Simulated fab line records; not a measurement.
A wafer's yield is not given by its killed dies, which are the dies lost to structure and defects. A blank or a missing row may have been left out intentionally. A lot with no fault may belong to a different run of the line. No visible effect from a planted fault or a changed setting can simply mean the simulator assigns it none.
Struck lot and sound lot, side by side | flow n5 finfet | 15 out of 1938 route steps
Sound: these wafers, L357.1, L357.4, L357.5. The struck wafers were L351.2, L351.4, L351.6. The cause comes at the end.
For every step that has rows: the tool of each side, followed by ch and its chambers, followed by its first start. Under that, the readings that differ: sound wafers | struck wafers | difference of the means | sigmas: that difference in standard deviations of wafers without a fault.
alike: words and numbers the same on both sides, and readings whose means are apart by under 2 such deviations; not compared: readings that were withheld, readings missing a value for some wafer, numbers with overlapping values and no deviation given by the record, and bounds like >300 which may hide the same value.
The two part at a step that has a row with sigmas, a row that says differs or no value, or rows on one side only. When numbers do not overlap yet have no deviation, they are printed without sigmas and do not part them. A reading missing from all wafers of one side parts the sides only when that side holds two or more wafers.

N5_BEOL_M1_ALD_84: deposits TaN, pulse time 2 s, purge time 3 s, co reactant purge time 2 s.
  sound on ald metal-01 ch 0,2, day 9 12:55; struck on ald metal-02 ch 1,2, day 7 08:49
  alike: heater power w
then, 7 steps without rows for these wafers: N5_BEOL_M1_SURFACE_TREAT_85; N5_BEOL_M1_CVD_47 (deposits Co from CCTBA/H2, target thk 3 nm, time 223.8 s); N5_BEOL_M1_SPUTTER_48 (material Cu, target thk 4.5 nm, time 8.29 s); N5_BEOL_M1_ANNEAL_49 (time 240 s); N5_BEOL_M1_SPUTTER_79 (material Cu, target thk 4.5 nm, time 8.29 s); N5_BEOL_M1_ANNEAL_80 (time 240 s); N5_BEOL_M1_SPUTTER_81 (material Cu, target thk 4.5 nm, time 8.29 s).
N5_BEOL_M1_ANNEAL_82: time 240 s.
  sound: pvd sputter-01 at day 9 14:14; struck: pvd sputter-02 at day 7 09:50
  alike: heater power w, susceptor temp C
N5_BEOL_M1_SPUTTER_86: material Cu, target thk 4.5 nm, time 8.29 s.
  sound: pvd sputter-01 at day 9 14:23; struck: pvd sputter-02 at day 7 09:58
  alike: chuck sensor temp C, throttle valve pct
then, 1 step without rows for these wafers: N5_BEOL_M1_ANNEAL_87 (time 240 s).
N5_BEOL_M1_SPUTTER_88: material Cu, target thk 4.5 nm, time 8.29 s.
  sound: pvd sputter-01 at day 9 14:36; struck: pvd sputter-02 at day 7 10:11
  alike: chuck sensor temp C, throttle valve pct
N5_BEOL_M1_ANNEAL_89: time 240 s.
  sound: pvd sputter-01 at day 9 14:41; struck: pvd sputter-02 at day 7 10:16
  no value came back on the struck wafers for heater power w (W), susceptor temp C (C); on the sound wafers heater power w (W) reads 839 906 744
N5_BEOL_M1_SPUTTER_90: material Cu, target thk 4.5 nm, time 8.29 s.
  sound: pvd sputter-01 at day 9 14:49; struck: pvd sputter-02 at day 7 10:25
  alike: chuck sensor temp C, throttle valve pct
N5_BEOL_M4_RC_MEAS_101:
  sound on prober-01 ch 0, day 11 00:08; struck on prober-01 ch 0, day 8 20:48
  alike: DIBL_N, DIBL_P, IOFF_N, IOFF_P, ION_N, ION_P, SS_N, SS_P, VT_N, VT_P

WHERE THEY PART
At N5_BEOL_M1_ANNEAL_89 and nowhere else, as far as this record goes. Later steps at which nothing parts them and some readings are alike: N5_BEOL_M1_SPUTTER_90, N5_BEOL_M4_RC_MEAS_101.

WHY: whatever the simulator had introduced
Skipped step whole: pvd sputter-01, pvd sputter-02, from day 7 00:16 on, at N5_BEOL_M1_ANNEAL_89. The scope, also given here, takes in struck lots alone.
